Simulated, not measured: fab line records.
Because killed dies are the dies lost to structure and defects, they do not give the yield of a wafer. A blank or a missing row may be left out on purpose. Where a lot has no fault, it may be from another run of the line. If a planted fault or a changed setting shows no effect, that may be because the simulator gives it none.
What tool caused it? / flow n5-finfet / Sampling: 8 lots, 24 wafers, 5 of 1938 route steps

## WHAT EACH GAUGE READ, for each wafer
N5_BEOL_M4_RC_MEAS_101. Usual: CJ_N 4.39, standard deviation 0.1; DIBL_N 36.3 mV/V, standard deviation 1.9; DIBL_P 36.0 mV/V, standard deviation 2.1; EOT_N 10.53, standard deviation 0.11; IGATE_N 0.0127 nA/um, standard deviation 0.0022; IOFF_N 0.16 nA/um, standard deviation 0.031; IOFF_N_85C 3.1 nA/um, standard deviation 0.5; IOFF_N_LIN 0.073 nA/um, standard deviation 0.012; IOFF_N_LONG 5.58e-05 nA/um, standard deviation 2.3e-06; IOFF_P 0.21 nA/um, standard deviation 0.035; ION_N 675 uA/um, standard deviation 14; ION_P 464 uA/um, standard deviation 8.5; RC_DENSE_N 19.1 ohm.um, standard deviation 0.47; RC_N 15.5 ohm.um, standard deviation 0.36; REXT_N 75.3 ohm.um, standard deviation 1.6; RS_SD_N 28.3 ohm/sq, standard deviation 0.42; SS_N 71.5 mV/dec, standard deviation 0.6; SS_P 73.3 mV/dec, standard deviation 0.72; VT_N 250 mV, standard deviation 3.2; VT_N_LONG 274.7 mV, standard deviation 2; VT_N_LVT 99 mV, standard deviation 3.2; VT_P -250 mV, standard deviation 3.1.
lot=L518; measured=day 7 18:26; on=prober-02; CJ_N=4.41 4.20 4.23; DIBL_N (mV/V)=37.9 38.2 37.5; DIBL_P (mV/V)=38.3 39.7 38.2; EOT_N=10.70 10.74 10.56; IGATE_N (nA/um)=0.0111 0.0111 0.0093; IOFF_N (nA/um)=0.19 0.21 0.19; IOFF_N_85C (nA/um)=3.7 3.9 3.6; IOFF_N_LIN (nA/um)=0.087 0.096 0.090; IOFF_N_LONG (nA/um)=5.85e-05 5.78e-05 5.69e-05; IOFF_P (nA/um)=0.27 0.31 0.27; ION_N (uA/um)=683 705 688; ION_P (uA/um)=472 484 470; RC_DENSE_N (ohm.um)=19.8 19.2 19.2; RC_N (ohm.um)=16.0 15.6 15.8; REXT_N (ohm.um)=76.5 76.6 76.9; RS_SD_N (ohm/sq)=28.2 28.0 28.2; SS_N (mV/dec)=71.8 71.7 71.7; SS_P (mV/dec)=74.1 74.4 74.0; VT_N (mV)=247 245 245; VT_N_LONG (mV)=275.1 274.4 275.1; VT_N_LVT (mV)=95 93 95; VT_P (mV)=-245 -244 -246; flag=
lot=L522; measured=day 8 18:02; on=prober-02; CJ_N=4.44 4.40 4.35; DIBL_N (mV/V)=36.8 35.1 34.9; DIBL_P (mV/V)=36.4 34.4 34.6; EOT_N=10.71 10.60 10.48; IGATE_N (nA/um)=0.0095 0.0119 0.0126; IOFF_N (nA/um)=0.15 0.13 0.13; IOFF_N_85C (nA/um)=3.0 2.7 2.6; IOFF_N_LIN (nA/um)=0.069 0.063 0.062; IOFF_N_LONG (nA/um)=5.32e-05 5.34e-05 5.31e-05; IOFF_P (nA/um)=0.20 0.18 0.18; ION_N (uA/um)=654 664 668; ION_P (uA/um)=452 455 459; RC_DENSE_N (ohm.um)=19.4 19.2 19.2; RC_N (ohm.um)=15.7 15.6 15.8; REXT_N (ohm.um)=75.9 75.8 75.9; RS_SD_N (ohm/sq)=28.8 28.6 28.4; SS_N (mV/dec)=72.1 70.7 71.4; SS_P (mV/dec)=73.0 72.6 73.1; VT_N (mV)=254 253 253; VT_N_LONG (mV)=274.7 276.2 276.0; VT_N_LVT (mV)=101 101 102; VT_P (mV)=-254 -253 -253; flag=
lot=L530; measured=day 14 14:58; on=prober-01; CJ_N=4.34 4.25 4.44; DIBL_N (mV/V)=36.0 35.6 36.2; DIBL_P (mV/V)=36.1 35.3 35.1; EOT_N=10.46 10.40 10.39; IGATE_N (nA/um)=0.0151 0.0137 0.0122; IOFF_N (nA/um)=0.17 0.16 0.17; IOFF_N_85C (nA/um)=3.3 3.2 3.3; IOFF_N_LIN (nA/um)=0.082 0.080 0.080; IOFF_N_LONG (nA/um)=6.1e-05 6.03e-05 6.19e-05; IOFF_P (nA/um)=0.25 0.23 0.22; ION_N (uA/um)=686 681 678; ION_P (uA/um)=473 468 467; RC_DENSE_N (ohm.um)=18.5 18.5 19.6; RC_N (ohm.um)=15.3 15.3 15.9; REXT_N (ohm.um)=74.2 74.3 74.0; RS_SD_N (ohm/sq)=28.4 27.6 28.0; SS_N (mV/dec)=71.2 71.7 71.7; SS_P (mV/dec)=72.8 72.9 73.2; VT_N (mV)=246 247 247; VT_N_LONG (mV)=272.9 269.8 272.8; VT_N_LVT (mV)=96 96 98; VT_P (mV)=-243 -249 -248; flag=
lot=L533; measured=day 13 14:40; on=prober-01; CJ_N=4.33 4.35 4.25; DIBL_N (mV/V)=33.1 37.4 33.9; DIBL_P (mV/V)=32.6 37.9 34.1; EOT_N=10.49 10.47 10.47; IGATE_N (nA/um)=0.0133 0.0168 0.0118; IOFF_N (nA/um)=0.11 0.17 0.12; IOFF_N_85C (nA/um)=2.2 3.2 2.4; IOFF_N_LIN (nA/um)=0.053 0.076 0.058; IOFF_N_LONG (nA/um)=5.56e-05 5.56e-05 5.5e-05; IOFF_P (nA/um)=0.14 0.21 0.15; ION_N (uA/um)=665 680 664; ION_P (uA/um)=450 470 453; RC_DENSE_N (ohm.um)=18.3 18.4 18.1; RC_N (ohm.um)=14.7 15.0 14.8; REXT_N (ohm.um)=78.0 78.0 78.5; RS_SD_N (ohm/sq)=28.6 28.3 28.5; SS_N (mV/dec)=69.9 71.8 70.9; SS_P (mV/dec)=72.3 73.6 72.7; VT_N (mV)=255 253 254; VT_N_LONG (mV)=273.9 271.8 273.6; VT_N_LVT (mV)=101 95 99; VT_P (mV)=-255 -252 -255; flag=
lot=L535; measured=day 14 01:24; on=prober-01; CJ_N=- 4.39 4.35; DIBL_N (mV/V)=- 36.9 37.8; DIBL_P (mV/V)=37.9 34.5 36.4; EOT_N=- 10.32 10.43; IGATE_N (nA/um)=- 0.0164 0.0155; IOFF_N (nA/um)=- 0.15 0.15; IOFF_N_85C (nA/um)=- 2.9 3.0; IOFF_N_LIN (nA/um)=- 0.069 0.067; IOFF_N_LONG (nA/um)=- 5.2e-05 5.09e-05; IOFF_P (nA/um)=0.24 0.19 0.22; ION_N (uA/um)=- 673 648; ION_P (uA/um)=462 456 451; RC_DENSE_N (ohm.um)=- 18.7 18.8; RC_N (ohm.um)=- 15.2 15.3; REXT_N (ohm.um)=- 76.1 76.6; RS_SD_N (ohm/sq)=- 28.6 28.2; SS_N (mV/dec)=- 71.2 72.2; SS_P (mV/dec)=74.0 73.6 74.2; VT_N (mV)=- 249 253; VT_N_LONG (mV)=- 275.1 276.3; VT_N_LVT (mV)=- 102 103; VT_P (mV)=-249 -252 -252; flag=
lot=L537; measured=day 14 09:01; on=prober-01; CJ_N=4.58 - 4.31; DIBL_N (mV/V)=36.4 - 36.2; DIBL_P (mV/V)=36.4 38.3 37.6; EOT_N=10.59 - 10.40; IGATE_N (nA/um)=0.0117 - 0.0154; IOFF_N (nA/um)=0.18 - 0.18; IOFF_N_85C (nA/um)=3.3 - 3.4; IOFF_N_LIN (nA/um)=0.073 - 0.081; IOFF_N_LONG (nA/um)=5.73e-05 - 5.54e-05; IOFF_P (nA/um)=0.21 0.24 0.25; ION_N (uA/um)=668 - 681; ION_P (uA/um)=460 466 469; RC_DENSE_N (ohm.um)=19.7 - 20.4; RC_N (ohm.um)=16.1 - 16.5; REXT_N (ohm.um)=74.7 - 76.6; RS_SD_N (ohm/sq)=29.0 - 28.8; SS_N (mV/dec)=72.1 - 71.6; SS_P (mV/dec)=73.0 74.0 74.3; VT_N (mV)=249 - 246; VT_N_LONG (mV)=275.0 - 276.2; VT_N_LVT (mV)=100 - 97; VT_P (mV)=-249 -248 -246; flag=
lot=L538; measured=day 13 01:41; on=prober-01; CJ_N=4.38 4.51 4.40; DIBL_N (mV/V)=35.2 35.7 37.2; DIBL_P (mV/V)=36.5 36.8 39.7; EOT_N=10.51 10.37 10.34; IGATE_N (nA/um)=0.0147 0.0167 0.0169; IOFF_N (nA/um)=0.14 0.16 0.19; IOFF_N_85C (nA/um)=2.8 3.0 3.5; IOFF_N_LIN (nA/um)=0.067 0.070 0.084; IOFF_N_LONG (nA/um)=5.33e-05 5.3e-05 5.33e-05; IOFF_P (nA/um)=0.17 0.18 0.22; ION_N (uA/um)=678 681 698; ION_P (uA/um)=458 457 471; RC_DENSE_N (ohm.um)=18.8 19.6 18.4; RC_N (ohm.um)=15.1 15.9 15.2; REXT_N (ohm.um)=74.6 74.9 73.6; RS_SD_N (ohm/sq)=28.2 28.2 27.7; SS_N (mV/dec)=70.4 71.7 72.5; SS_P (mV/dec)=72.9 73.2 73.5; VT_N (mV)=248 248 246; VT_N_LONG (mV)=275.3 276.8 273.6; VT_N_LVT (mV)=100 98 96; VT_P (mV)=-257 -254 -250; flag=
lot=L541; measured=day 15 04:40; on=prober-01; CJ_N=4.39 4.41 4.39; DIBL_N (mV/V)=36.2 36.5 36.9; DIBL_P (mV/V)=36.7 36.7 37.3; EOT_N=10.63 10.64 10.53; IGATE_N (nA/um)=0.0097 0.0101 0.0110; IOFF_N (nA/um)=0.15 0.15 0.16; IOFF_N_85C (nA/um)=3.0 3.0 3.0; IOFF_N_LIN (nA/um)=0.071 0.070 0.072; IOFF_N_LONG (nA/um)=5.59e-05 5.53e-05 5.58e-05; IOFF_P (nA/um)=0.21 0.21 0.21; ION_N (uA/um)=668 668 665; ION_P (uA/um)=460 458 457; RC_DENSE_N (ohm.um)=18.8 19.0 18.5; RC_N (ohm.um)=15.3 15.3 15.3; REXT_N (ohm.um)=75.8 76.0 76.2; RS_SD_N (ohm/sq)=28.3 27.9 28.0; SS_N (mV/dec)=71.1 70.7 71.4; SS_P (mV/dec)=73.1 73.2 74.1; VT_N (mV)=250 251 251; VT_N_LONG (mV)=274.8 274.7 271.4; VT_N_LVT (mV)=98 98 98; VT_P (mV)=-249 -248 -250; flag=

## WHAT TOOL EACH LOT RAN ON (gives the tool, then ch and the chambers of the sampled wafers, and finally the start)
lot=L518; N5_DUMMY_GATE_ETCH_42=rie-diel-05 ch 0,1,2, day 3 01:55; N5_SD_EPI_N_DESCUM_14=rie-diel-02 ch 0,2,3, day 3 03:41; N5_SD_EPI_N_SD_RECESS_17=rie-si-06 ch 0,3, day 3 04:23; N5_SD_EPI_N_STRIP_38=plasma-asher-02 ch 0,1, day 3 04:29
lot=L522; N5_DUMMY_GATE_ETCH_42=rie-diel-01 ch 0,1,2, day 3 23:19; N5_SD_EPI_N_DESCUM_14=rie-diel-03 ch 0,1,2, day 4 00:39; N5_SD_EPI_N_SD_RECESS_17=rie-si-06 ch 0,1,3, day 4 01:20; N5_SD_EPI_N_STRIP_38=plasma-asher-02 ch 0,1, day 4 01:26
lot=L530; N5_DUMMY_GATE_ETCH_42=rie-diel-01 ch 0,2, day 6 08:34; N5_SD_EPI_N_DESCUM_14=rie-diel-03 ch 2,3, day 6 10:50; N5_SD_EPI_N_SD_RECESS_17=rie-si-06 ch 0,2,3, day 6 11:31; N5_SD_EPI_N_STRIP_38=plasma-asher-02 ch 0,1, day 6 11:41
lot=L533; N5_DUMMY_GATE_ETCH_42=rie-diel-06 ch 1,3, day 6 20:21; N5_SD_EPI_N_DESCUM_14=rie-diel-03 ch 0,2,3, day 6 21:47; N5_SD_EPI_N_SD_RECESS_17=rie-si-01 ch 1,2,3, day 6 22:28; N5_SD_EPI_N_STRIP_38=plasma-asher-01 ch 0,1, day 6 22:35
lot=L535; N5_DUMMY_GATE_ETCH_42=rie-diel-05 ch 0,1,3, day 7 06:30; N5_SD_EPI_N_DESCUM_14=rie-diel-03 ch 0,1,3, day 7 07:50; N5_SD_EPI_N_SD_RECESS_17=rie-si-06 ch 1,2,3, day 7 08:31; N5_SD_EPI_N_STRIP_38=plasma-asher-01 ch 0,1, day 7 08:37
lot=L537; N5_DUMMY_GATE_ETCH_42=rie-diel-01 ch 1,2,3, day 7 17:17; N5_SD_EPI_N_DESCUM_14=rie-diel-02 ch 2,3, day 7 18:44; N5_SD_EPI_N_SD_RECESS_17=rie-si-06 ch 0,2,3, day 7 19:25; N5_SD_EPI_N_STRIP_38=plasma-asher-02 ch 0, day 7 19:31
lot=L538; N5_DUMMY_GATE_ETCH_42=rie-diel-01 ch 1,2, day 8 00:03; N5_SD_EPI_N_DESCUM_14=rie-diel-02 ch 0,3, day 8 03:17; N5_SD_EPI_N_SD_RECESS_17=rie-si-01 ch 0,1, day 8 03:59; N5_SD_EPI_N_STRIP_38=plasma-asher-02 ch 0,1, day 8 04:05
lot=L541; N5_DUMMY_GATE_ETCH_42=rie-diel-05 ch 1,2, day 9 02:10; N5_SD_EPI_N_DESCUM_14=rie-diel-04 ch 0,2,3, day 9 04:05; N5_SD_EPI_N_SD_RECESS_17=rie-si-02 ch 1,2,3, day 9 04:46; N5_SD_EPI_N_STRIP_38=plasma-asher-02 ch 1, day 9 04:52
- N5_DUMMY_GATE_ETCH_42: etches SiO2 in CHF3/O2, target depth 3.5 nm, time 31 s.
- N5_SD_EPI_N_DESCUM_14: chemistry O2, time 7.9 s.
- N5_SD_EPI_N_SD_RECESS_17: chemistry HBr/Cl2/O2, target depth 41 nm, time 23.7 s, bt time 3 s.
- N5_SD_EPI_N_STRIP_38: strips in N2/H2.

## WHAT THE TOOLS THEMSELVES READ (means of the sampled wafers that have a number; where no wafer has one, the mark that the record gives instead)
N5_DUMMY_GATE_ETCH_42. Usual: drypump-motor-current-A 5.7 A, standard deviation 0.71; oes-product-au 0.75 a.u., standard deviation 0.057; rf-vpp-V 42.6 V, standard deviation 0.99; showerhead-plenum-p-Torr 2.42 Torr, standard deviation 0.079; throttle-valve-pct 18.93 %, standard deviation 0.19.
lot=L518; tool=rie-diel-05; drypump-motor-current-A (A)=6.2; oes-product-au (a.u.)=0.75; rf-vpp-V (V)=42.0; showerhead-plenum-p-Torr (Torr)=2.39; throttle-valve-pct (%)=18.99; flag=
lot=L522; tool=rie-diel-01; drypump-motor-current-A (A)=5.3; oes-product-au (a.u.)=0.77; rf-vpp-V (V)=43.1; showerhead-plenum-p-Torr (Torr)=2.48; throttle-valve-pct (%)=18.91; flag=
lot=L530; tool=rie-diel-01; drypump-motor-current-A (A)=5.2; oes-product-au (a.u.)=0.78; rf-vpp-V (V)=44.4; showerhead-plenum-p-Torr (Torr)=2.47; throttle-valve-pct (%)=18.98; flag=
lot=L533; tool=rie-diel-06; drypump-motor-current-A (A)=5.4; oes-product-au (a.u.)=0.74; rf-vpp-V (V)=43.4; showerhead-plenum-p-Torr (Torr)=2.40; throttle-valve-pct (%)=18.87; flag=
lot=L535; tool=rie-diel-05; drypump-motor-current-A (A)=6.1; oes-product-au (a.u.)=0.80; rf-vpp-V (V)=41.8; showerhead-plenum-p-Torr (Torr)=2.40; throttle-valve-pct (%)=18.97; flag=
lot=L537; tool=rie-diel-01; drypump-motor-current-A (A)=5.2; oes-product-au (a.u.)=0.72; rf-vpp-V (V)=44.0; showerhead-plenum-p-Torr (Torr)=2.43; throttle-valve-pct (%)=18.98; flag=
lot=L538; tool=rie-diel-01; drypump-motor-current-A (A)=5.3; oes-product-au (a.u.)=0.72; rf-vpp-V (V)=42.8; showerhead-plenum-p-Torr (Torr)=2.47; throttle-valve-pct (%)=18.89; flag=
lot=L541; tool=rie-diel-05; drypump-motor-current-A (A)=5.8; oes-product-au (a.u.)=0.71; rf-vpp-V (V)=42.4; showerhead-plenum-p-Torr (Torr)=2.44; throttle-valve-pct (%)=18.93; flag=

N5_SD_EPI_N_DESCUM_14. Usual: drypump-motor-current-A 5.9 A, standard deviation 0.44; oes-product-au 0.82 a.u., standard deviation 0.093; rf-vpp-V 243.0 V, standard deviation 1.5; showerhead-plenum-p-Torr 2.09 Torr, standard deviation 0.081; temp-c 40.01 C, standard deviation 0.12; throttle-valve-pct 20.40 %, standard deviation 0.21.
lot=L518; tool=rie-diel-02; drypump-motor-current-A (A)=6.2; oes-product-au (a.u.)=0.77; rf-vpp-V (V)=244.0; showerhead-plenum-p-Torr (Torr)=2.12; temp-c (C)=40.01; throttle-valve-pct (%)=20.45; flag=
lot=L522; tool=rie-diel-03; drypump-motor-current-A (A)=5.6; oes-product-au (a.u.)=0.80; rf-vpp-V (V)=242.4; showerhead-plenum-p-Torr (Torr)=2.07; temp-c (C)=40.04; throttle-valve-pct (%)=20.47; flag=
lot=L530; tool=rie-diel-03; drypump-motor-current-A (A)=5.3; oes-product-au (a.u.)=0.83; rf-vpp-V (V)=244.6; showerhead-plenum-p-Torr (Torr)=2.17; temp-c (C)=39.85; throttle-valve-pct (%)=20.18; flag=
lot=L533; tool=rie-diel-03; drypump-motor-current-A (A)=5.4; oes-product-au (a.u.)=0.77; rf-vpp-V (V)=243.7; showerhead-plenum-p-Torr (Torr)=2.09; temp-c (C)=39.95; throttle-valve-pct (%)=20.35; flag=
lot=L535; tool=rie-diel-03; drypump-motor-current-A (A)=5.6; oes-product-au (a.u.)=0.81; rf-vpp-V (V)=243.0; showerhead-plenum-p-Torr (Torr)=2.11; temp-c (C)=39.85; throttle-valve-pct (%)=20.41; flag=
lot=L537; tool=rie-diel-02; drypump-motor-current-A (A)=6.2; oes-product-au (a.u.)=0.86; rf-vpp-V (V)=244.3; showerhead-plenum-p-Torr (Torr)=2.15; temp-c (C)=40.01; throttle-valve-pct (%)=20.34; flag=
lot=L538; tool=rie-diel-02; drypump-motor-current-A (A)=6.4; oes-product-au (a.u.)=0.79; rf-vpp-V (V)=241.4; showerhead-plenum-p-Torr (Torr)=2.04; temp-c (C)=39.93; throttle-valve-pct (%)=20.50; flag=
lot=L541; tool=rie-diel-04; drypump-motor-current-A (A)=5.9; oes-product-au (a.u.)=0.84; rf-vpp-V (V)=241.5; showerhead-plenum-p-Torr (Torr)=2.03; temp-c (C)=40.08; throttle-valve-pct (%)=20.41; flag=

N5_SD_EPI_N_SD_RECESS_17. Usual: drypump-motor-current-A 5.6 A, standard deviation 0.55; oes-product-au 1.007 a.u., standard deviation 0.016; throttle-valve-pct 37.0 %, standard deviation 0.3.
lot=L518; tool=rie-si-06; drypump-motor-current-A (A)=5.1; oes-product-au (a.u.)=1.001; throttle-valve-pct (%)=37.0; flag=
lot=L522; tool=rie-si-06; drypump-motor-current-A (A)=5.4; oes-product-au (a.u.)=1.006; throttle-valve-pct (%)=36.7; flag=
lot=L530; tool=rie-si-06; drypump-motor-current-A (A)=5.1; oes-product-au (a.u.)=1.002; throttle-valve-pct (%)=37.2; flag=
lot=L533; tool=rie-si-01; drypump-motor-current-A (A)=5.9; oes-product-au (a.u.)=1.008; throttle-valve-pct (%)=36.9; flag=
lot=L535; tool=rie-si-06; drypump-motor-current-A (A)=5.3; oes-product-au (a.u.)=1.041; throttle-valve-pct (%)=37.0; flag=
lot=L537; tool=rie-si-06; drypump-motor-current-A (A)=5.1; oes-product-au (a.u.)=1.044; throttle-valve-pct (%)=37.2; flag=
lot=L538; tool=rie-si-01; drypump-motor-current-A (A)=5.7; oes-product-au (a.u.)=0.998; throttle-valve-pct (%)=37.1; flag=
lot=L541; tool=rie-si-02; drypump-motor-current-A (A)=6.1; oes-product-au (a.u.)=0.998; throttle-valve-pct (%)=37.1; flag=

N5_SD_EPI_N_STRIP_38. Usual: drypump-motor-current-A 5.6 A, standard deviation 0.46; heater-power-w 356 W, standard deviation 10; oes-product-au 0.762 a.u., standard deviation 0.012; temp-c 250.00 C, standard deviation 0.19.
lot=L518; tool=plasma-asher-02; drypump-motor-current-A (A)=5.8; heater-power-w (W)=364; oes-product-au (a.u.)=0.756; temp-c (C)=250.01; flag=
lot=L522; tool=plasma-asher-02; drypump-motor-current-A (A)=5.9; heater-power-w (W)=360; oes-product-au (a.u.)=0.753; temp-c (C)=250.13; flag=
lot=L530; tool=plasma-asher-02; drypump-motor-current-A (A)=5.8; heater-power-w (W)=363; oes-product-au (a.u.)=0.752; temp-c (C)=250.03; flag=
lot=L533; tool=plasma-asher-01; drypump-motor-current-A (A)=5.5; heater-power-w (W)=341; oes-product-au (a.u.)=0.760; temp-c (C)=249.99; flag=
lot=L535; tool=plasma-asher-01; drypump-motor-current-A (A)=5.6; heater-power-w (W)=338; oes-product-au (a.u.)=0.758; temp-c (C)=250.11; flag=
lot=L537; tool=plasma-asher-02; drypump-motor-current-A (A)=5.3; heater-power-w (W)=352; oes-product-au (a.u.)=0.766; temp-c (C)=249.87; flag=
lot=L538; tool=plasma-asher-02; drypump-motor-current-A (A)=5.5; heater-power-w (W)=361; oes-product-au (a.u.)=0.758; temp-c (C)=250.12; flag=
lot=L541; tool=plasma-asher-02; drypump-motor-current-A (A)=6.1; heater-power-w (W)=354; oes-product-au (a.u.)=0.759; temp-c (C)=249.92; flag=

## THE ANSWER, worked out from the rows above alone
Rule: a lot counts as off when the mean over its wafers that have a number is more than 3 standard deviations away from the usual mean. A lot without any number at a reading at which 4 lots or more have one is off too. The other lots that the step has rows for count as sound. After the gauges, taken in route order, come the tools' own readings; for these a lot's mean is taken, as printed above. The first step at which some lot is off is used, and at that step the reading that is off furthest; a lot without a number counts as furthest.
No lot is off at any reading shown: from this, nothing can be told.

## WHAT THE SIMULATOR HAD PUT IN
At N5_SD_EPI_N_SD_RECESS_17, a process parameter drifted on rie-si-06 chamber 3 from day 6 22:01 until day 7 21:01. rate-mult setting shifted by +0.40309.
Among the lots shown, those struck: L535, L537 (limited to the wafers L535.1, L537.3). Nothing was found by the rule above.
